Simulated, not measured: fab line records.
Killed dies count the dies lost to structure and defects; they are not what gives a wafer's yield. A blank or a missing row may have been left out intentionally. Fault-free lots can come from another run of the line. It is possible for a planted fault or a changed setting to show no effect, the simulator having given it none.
fab line records	flow n5-finfet
record: lots: 14	wafers: 36	last-day: 17
route steps=1938 shown BEOL_M9@1403
lots that met no fault: taken from a fault-free run of the same line
start-h: the number of hours between the record's first day and the start of the first shown wafer of the lot	wait-h: how many hours have passed since the lot's step before this one	" identical to the entry in the row above	L1.1+2: one row covering several wafers at once	- no value, or no start was given	* or withheld: withheld	< > ~ a bound
route shown NAME@n: names a module that has steps shown in the file, with the first one's number in the route	usual: mean/standard deviation of fault-free wafers	same: alike in all rows	chamber/n: place in a boat	sites: each site's reading	_std_site: how widely they spread, as a standard deviation	_edge_site: outer sites' mean less inner sites'	radius-mm: how far each site lies from the wafer's centre	mask NAME#n: copy n	behind: tool/chamber where the wafer was last shaped	hold: cause of the lot's hold/its duration in hours/its outcome	device: the transistor (n, p or np) that didn't switch	end of line: tests run on the same wafers once the route is complete	where a step has no rows: the recipe by itself	killed: dies lost to structure and defects at the first sort, not the wafer's yield	map: dies across one wafer; x = killed, . = not, _ = none there
set.NAME: the setting as run; set.NAME@STEP: as run at that earlier step	model.NAME: the simulator's own value behind a step, which no gauge read
route steps across a sampled set of lots; one table per step, one row per wafer
services: when a tool's chamber went out of use (start-h, in hours from the record's first day, below 0 if earlier), for how many hours, and the reason
== steps ==
step: N5_BEOL_M9_THK_MEAS_01
recipe: reads: SiCOH_lowk_of_BEOL_M9_ILD_DEP_00
usual: M9_ILD_THK: 269/4
lot.wafer	tool	chamber	start-h	wait-h	M9_ILD_THK[nm]
L715.2	film-metro-01	-	212.27	0.7	269
L715.5	"	-	"	"	273
L715.6	"	-	"	"	265
L716.3	film-metro-01	-	216.92	0.5	261
L716.4	"	-	"	"	268
L717.2	film-metro-02	-	219.75	0.4	270
L717.4	"	-	"	"	272
L717.6	"	-	"	"	273
L714.1	film-metro-02	-	231.83	0.4	265
L714.3	"	-	"	"	268
L714.5	"	-	"	"	265
L719.1	film-metro-01	-	235.38	0.8	276
L719.5	"	-	"	"	274
L718.4	film-metro-02	-	238.62	0.2	276
L718.5	"	-	"	"	271
L718.6	"	-	"	"	273
L720.2	film-metro-02	-	241.36	0.7	268
L720.3	"	-	"	"	269
L720.6	"	-	"	"	276
L721.1	film-metro-02	-	242.44	0.4	269
L721.4	"	-	"	"	271
L721.5	"	-	"	"	275
L722.2	film-metro-02	-	254.96	0.4	265
L722.4	"	-	"	"	271
L724.1	film-metro-01	-	270.43	0.4	261
L724.2	"	-	"	"	267
L724.4	"	-	"	"	274
L725.3	film-metro-02	-	280.91	0.3	264
L725.6	"	-	"	"	270
L732.4	film-metro-02	-	320.84	0.2	272
L732.5	"	-	"	"	266
L737.4	film-metro-01	-	340.30	0.2	269
L737.6	"	-	"	"	276
L736.1	film-metro-01	-	340.83	0.4	264
L736.4	"	-	"	"	267
L736.6	"	-	"	"	267
step: N5_BEOL_M9_PECVD_70
recipe: material: SiO2	target-thk-a: 200	temp-c: 400	precursor: TEOS/O2	pressure-torr: 5.5	rf-w: 450	teos-flow-sccm: 53.8	gas: O2	flow-sccm: 3000	time-s: 22.7
usual: heater-power-w: 678/59	showerhead-plenum-p-Torr: 8.83/0.048	throttle-valve-pct: 22.2/0.97
lot.wafer	tool	chamber	start-h	wait-h	heater-power-w	showerhead-plenum-p-Torr	throttle-valve-pct
L715.2	pecvd-02	2	212.30	0.0	529	8.86	21.7
L715.5	"	0	"	"	749	8.89	21.0
L715.6	"	2	"	"	543	8.90	21.6
L716.3	pecvd-02	0	216.95	0.0	719	8.87	21.2
L716.4	"	2	"	"	625	8.88	21.7
L717.2	pecvd-03	2	219.79	0.0	742	8.82	21.6
L717.4	"	1	"	"	747	8.81	23.3
L717.6	"	2	"	"	724	8.83	21.5
L714.1	pecvd-02	0	231.87	0.0	755	8.89	20.9
L714.3	"	2	"	"	583	8.90	22.0
L714.5	"	0	"	"	744	8.89	21.1
L719.1	pecvd-01	2	235.41	0.0	611	8.88	21.6
L719.5	"	1	"	"	578	8.76	21.9
L718.4	pecvd-02	0	238.68	0.1	715	8.89	21.2
L718.5	"	2	"	"	654	8.88	21.7
L718.6	"	1	"	"	729	8.76	23.7
L720.2	pecvd-02	0	241.40	0.0	740	8.91	21.3
L720.3	"	2	"	"	613	8.87	21.9
L720.6	"	1	"	"	645	8.76	23.5
L721.1	pecvd-03	1	242.48	0.0	660	8.83	23.1
L721.4	"	1	"	"	639	8.81	23.2
L721.5	"	1	"	"	651	8.80	23.2
L722.2	pecvd-01	1	254.99	0.0	606	8.73	22.0
L722.4	"	2	"	"	656	8.88	21.3
L724.1	pecvd-01	1	270.49	0.1	711	8.79	21.8
L724.2	"	2	"	"	616	8.86	21.3
L724.4	"	2	"	"	613	8.86	21.9
L725.3	pecvd-03	0	280.94	0.0	659	8.85	23.2
L725.6	"	2	"	"	733	8.79	19.9
L732.4	pecvd-02	2	320.89	0.1	631	8.89	22.2
L732.5	"	1	"	"	674	8.79	23.6
L737.4	pecvd-02	2	340.35	0.1	615	8.89	22.3
L737.6	"	1	"	"	748	8.78	23.8
L736.1	pecvd-02	2	340.87	0.0	640	8.88	22.2
L736.4	"	0	"	"	706	8.85	21.4
L736.6	"	1	"	"	715	8.75	23.5
step: N5_BEOL_M9_DESCUM_16
recipe: chemistry: O2	time-s: 7.9	source-power-w: 50	bias-power-w: 20	pressure-mtorr: 20	rf-frequency-hz: 2.712e+07	temp-c: 40	resist: CAR-ArF	o2-flow-sccm: 225
usual: drypump-motor-current-A: 5.9/0.57	oes-product-au: 0.77/0.066	rf-vpp-V: 243.0/1.3	showerhead-plenum-p-Torr: 2.08/0.065	throttle-valve-pct: 20.42/0.23
lot.wafer	tool	chamber	start-h	wait-h	drypump-motor-current-A	oes-product-au	rf-hours-counter-h	rf-vpp-V	showerhead-plenum-p-Torr	throttle-valve-pct
L715.2	rie-diel-02	1	213.98	0.0	5.4	0.75	172	244.8	2.05	20.11
L715.5	"	3	"	"	6.0	0.69	-	243.7	2.10	20.97
L715.6	"	2	"	"	6.2	0.88	-	245.8	2.22	20.21
L716.3	rie-diel-04	0	218.36	0.3	6.1	0.73	185	243.6	2.15	20.48
L716.4	"	2	"	"	5.7	0.74	180	241.2	2.01	20.40
L717.2	rie-diel-01	1	221.18	0.0	6.4	0.88	56	243.9	2.12	20.60
L717.4	"	1	"	"	6.4	0.87	-	243.2	2.12	20.61
L717.6	"	0	"	"	5.1	0.88	-	241.1	2.05	20.15
L714.1	rie-diel-04	3	234.40	0.0	6.6	0.78	149	241.4	2.02	20.28
L714.3	"	1	"	"	5.1	0.83	49	242.7	2.16	20.64
L714.5	"	2	"	"	5.7	0.72	-	242.6	2.01	20.39
L719.1	rie-diel-04	2	236.31	0.0	5.7	0.72	185	240.8	2.01	20.40
L719.5	"	1	"	"	5.0	0.83	-	243.1	2.16	20.63
L718.4	rie-diel-04	1	239.76	0.0	5.0	0.83	51	243.9	2.16	20.63
L718.5	"	3	"	"	6.6	0.79	-	243.0	2.02	20.28
L718.6	"	2	"	"	5.7	0.72	-	241.5	2.01	20.40
L720.2	rie-diel-01	1	242.44	0.0	6.4	0.85	63	243.1	2.12	20.61
L720.3	"	2	"	"	6.8	0.78	140	242.1	2.02	20.07
L720.6	"	0	"	"	5.1	0.86	-	241.8	2.05	20.16
L721.1	rie-diel-02	3	244.92	0.0	6.0	0.69	198	243.3	2.10	20.99
L721.4	"	2	"	"	6.2	0.86	38	246.2	2.22	20.23
L721.5	"	1	"	"	5.4	0.74	-	243.3	2.05	20.11
L722.2	rie-diel-04	0	257.33	0.2	6.1	0.72	196	244.0	2.15	20.48
L722.4	"	2	"	"	5.7	0.72	191	241.9	2.01	20.41
L724.1	rie-diel-04	1	273.41	0.0	5.0	0.83	60	242.4	2.16	20.64
L724.2	"	3	"	"	6.6	0.79	160	242.4	2.01	20.30
L724.4	"	2	"	"	5.7	0.72	195	241.4	2.01	20.42
L725.3	rie-diel-01	1	282.43	0.9	6.4	0.83	76	244.1	2.12	20.63
L725.6	"	3	"	"	6.3	0.71	-	242.8	2.09	20.34
L732.4	rie-diel-04	1	321.78	0.0	5.0	0.81	76	242.7	2.15	20.69
L732.5	"	3	"	"	6.7	0.77	-	242.1	2.01	20.33
L737.4	rie-diel-01	2	342.35	0.0	6.8	0.75	172	241.9	2.00	20.09
L737.6	"	3	"	"	6.3	0.70	-	242.4	2.08	20.36
L736.1	rie-diel-04	0	342.63	0.3	6.1	0.69	224	244.0	2.14	20.52
L736.4	"	1	"	"	5.0	0.81	-	243.3	2.15	20.70
L736.6	"	3	"	"	6.7	0.76	-	243.7	2.01	20.33
step: N5_BEOL_M9_ETCH_62
recipe: chemistry: N2/H2	target: SOC	target-depth-a: 1100	overetch-a: 220	mask-material: SiARC	temp-c: 40	time-s: 165	ion-energy-ev: 200	pressure-mtorr: 30	source-w: 840	bias-w: 150	n2-flow-sccm: 200	h2-flow-sccm: 200
usual: bias-w: 150.0/0.42	drypump-motor-current-A: 5.9/0.57	oes-product-au: 0.66/0.052	rf-vpp-V: 523.4/2.4	showerhead-plenum-p-Torr: 2.52/0.086	throttle-valve-pct: 17.79/0.23
lot.wafer	tool	chamber	start-h	wait-h	bias-w	drypump-motor-current-A	oes-product-au	rf-hours-counter-h	rf-vpp-V	showerhead-plenum-p-Torr	throttle-valve-pct
L715.2	rie-diel-02	1	214.06	0.0	150.0	5.3	0.63	172	524.6	2.54	17.77
L715.5	"	3	"	"	150.1	6.0	0.60	-	523.9	2.51	18.12
L715.6	"	2	"	"	150.0	6.2	0.75	-	529.2	2.69	17.53
L716.3	rie-diel-04	0	218.45	0.0	150.2	6.1	0.62	185	526.7	2.65	18.09
L716.4	"	2	"	"	149.8	5.7	0.62	180	521.8	2.43	17.68
L717.2	rie-diel-01	1	221.26	0.0	150.1	6.3	0.73	56	525.3	2.57	17.84
L717.4	"	1	"	"	150.2	6.4	0.73	-	524.1	2.57	17.85
L717.6	"	0	"	"	150.4	5.1	0.72	-	522.2	2.48	17.57
L714.1	rie-diel-04	3	234.49	0.0	149.5	6.6	0.67	149	520.7	2.43	17.57
L714.3	"	1	"	"	150.1	5.0	0.72	49	524.5	2.61	17.96
L714.5	"	2	"	"	149.3	5.7	0.62	-	519.9	2.43	17.69
L719.1	rie-diel-04	2	236.39	0.0	150.5	5.7	0.62	185	521.1	2.43	17.69
L719.5	"	1	"	"	150.0	5.0	0.72	-	524.2	2.61	17.98
L718.4	rie-diel-04	1	239.85	0.0	149.3	5.0	0.72	51	523.9	2.61	17.97
L718.5	"	3	"	"	149.9	6.6	0.67	-	520.6	2.43	17.57
L718.6	"	2	"	"	150.0	5.7	0.62	-	519.6	2.43	17.71
L720.2	rie-diel-01	1	242.52	0.0	150.3	6.3	0.72	63	525.0	2.56	17.84
L720.3	"	2	"	"	151.0	6.8	0.64	140	521.7	2.46	17.64
L720.6	"	0	"	"	149.6	5.1	0.71	-	520.4	2.47	17.57
L721.1	rie-diel-02	3	245.01	0.0	149.9	6.0	0.60	198	524.9	2.51	18.14
L721.4	"	2	"	"	150.8	6.2	0.72	38	528.4	2.68	17.57
L721.5	"	1	"	"	149.2	5.4	0.63	-	524.5	2.53	17.79
L722.2	rie-diel-04	0	257.41	0.0	149.9	6.1	0.61	196	525.7	2.64	18.11
L722.4	"	2	"	"	150.4	5.7	0.62	191	520.5	2.43	17.70
L724.1	rie-diel-04	1	273.50	0.0	150.1	5.1	0.71	60	524.1	2.60	18.00
L724.2	"	3	"	"	150.9	6.7	0.66	160	521.7	2.42	17.59
L724.4	"	2	"	"	149.6	5.8	0.61	195	520.8	2.43	17.72
L725.3	rie-diel-01	1	282.51	0.0	150.3	6.3	0.71	76	523.8	2.56	17.88
L725.6	"	3	"	"	150.0	6.3	0.62	-	524.1	2.49	17.40
L732.4	rie-diel-04	1	321.87	0.0	-	5.0	0.82	76	522.7	2.60	18.04
L732.5	"	3	"	"	149.6	6.7	0.64	-	521.5	2.42	17.63
L737.4	rie-diel-01	2	342.44	0.0	150.8	6.8	0.62	172	521.2	2.45	17.66
L737.6	"	3	"	"	149.3	6.3	0.61	-	524.3	2.48	17.44
L736.1	rie-diel-04	0	342.72	0.0	150.0	6.1	0.60	224	526.7	2.63	18.14
L736.4	"	1	"	"	-	5.0	0.82	-	525.0	2.59	18.06
L736.6	"	3	"	"	150.3	6.6	0.63	-	521.4	2.41	17.64
== services ==
tool	chamber	start-h	hours	kind
pecvd-03	1	189.52	2.1	scheduled-down
pecvd-03	-	205.77	3.3	repair
rie-diel-01	2	220.07	16.1	repair
pecvd-01	-	227.49	1.4	repair
pecvd-03	2	231.16	2.1	scheduled-down
pecvd-03	2	233.29	-	clean
pecvd-03	2	233.29	-	consumable-replace:showerhead
pecvd-03	2	233.29	29.0	scheduled-down
pecvd-03	2	233.29	29.0	vent-cycle
pecvd-02	2	262.76	15.1	repair
rie-diel-02	0	264.59	16.2	repair
pecvd-02	-	268.90	14.6	pm
rie-diel-02	-	271.50	14.6	pm
pecvd-03	-	300.66	0.8	pm
rie-diel-04	1	310.45	4.1	repair
pecvd-03	2	323.58	5.5	scheduled-down
pecvd-02	1	333.32	4.9	repair
== key ==
first-sign: step: N5_BEOL_M9_ETCH_62	reading: oes-product-au	direction: up	sigmas: 3.2	usual: 0.66	struck: 0.82
effect none on later readings
met-at N5_BEOL_M9_ETCH_62
struck-lots L732,L736
struck-wafers L732.4,L736.4
sort-left-out L732.4,L736.4
not-acting-at N5_BEOL_M9_THK_MEAS_01,N5_BEOL_M9_PECVD_70,N5_BEOL_M9_DESCUM_16
onset-between 273.50 321.87
fault: kind: process-parameter-drift	tool: rie-diel-04	chamber: -	onset-h: 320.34	steps: N5_BEOL_M9_ETCH_62	channel: time-s	offset: *	shape: step	end-h: 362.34	scope: struck-wafers-only	acts-in: *	stated: *
sort-left-out: the simulated sort isn't trusted on such a fault, so these wafers' sort isn't shown, and their yield isn't known
